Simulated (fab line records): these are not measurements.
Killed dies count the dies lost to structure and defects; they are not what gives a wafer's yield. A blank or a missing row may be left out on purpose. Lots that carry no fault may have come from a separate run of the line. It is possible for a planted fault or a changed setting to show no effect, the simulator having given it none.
Matching of chambers || flow nand harc || NHARC_A_CHANNEL_FILL_D2_ALD_16 on ald hk-01 has 4 sister chambers
The step deposits SiO2, target thk 1.5 nm, pulse time 10 s, ald cycles 15. 4 wafers are shown with their chamber, then 8 later ones without.

== WAFERS PAIRED WITH THEIR CHAMBERS ==
{"wafer": "L082.1", "chamber": 2, "heater power w (W)": 444}
{"wafer": "L082.4", "chamber": 3, "heater power w (W)": 464}
{"wafer": "L089.4", "chamber": 1, "heater power w (W)": 465}
{"wafer": "L093.4", "chamber": 0, "heater power w (W)": 489}

== WAFERS MISSING THEIR CHAMBER ==
{"wafer": "L093.5", "heater power w (W)": 425}
{"wafer": "L093.6", "heater power w (W)": 453}
{"wafer": "L094.2", "heater power w (W)": 434}
{"wafer": "L094.5", "heater power w (W)": 487}
{"wafer": "L094.6", "heater power w (W)": 431}
{"wafer": "L097.1", "heater power w (W)": 480}
{"wafer": "L097.3", "heater power w (W)": 441}
{"wafer": "L097.4", "heater power w (W)": 435}

== EACH ONE'S CHAMBER ==
{"wafer": "L093.5", "from the rows above": "can't be placed: 2 or 3 or 1", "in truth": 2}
{"wafer": "L093.6", "from the rows above": "can't be placed: 2 or 3 or 1", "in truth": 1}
{"wafer": "L094.2", "from the rows above": "can't be placed: 2 or 3 or 1", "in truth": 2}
{"wafer": "L094.5", "from the rows above": "can't be placed: 0 or 1 or 3", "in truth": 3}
{"wafer": "L094.6", "from the rows above": "can't be placed: 2 or 3 or 1", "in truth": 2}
{"wafer": "L097.1", "from the rows above": "can't be placed: 0 or 1 or 3", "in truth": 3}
{"wafer": "L097.3", "from the rows above": "can't be placed: 2 or 3 or 1", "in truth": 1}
{"wafer": "L097.4", "from the rows above": "can't be placed: 2 or 3 or 1", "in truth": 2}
Correctly placed: 0 of 8. Not placeable from these rows: 8 (in 8, the candidates include the true chamber). 0 placed wrongly.
How it was worked out, from the rows above alone: a wafer's distance from a chamber is the root of the sum, over the readings, of the square of ((its reading less the chamber's mean) divided by the reading's scatter). If the next closest chamber is less than 2 further off than the closest, the wafer can't be placed; otherwise it belongs to the closest. The mean given for a chamber averages the wafers shown for that chamber. The scatter: root of mean squared gap, hidden wafer to nearest shown wafer, with one shown wafer a chamber.
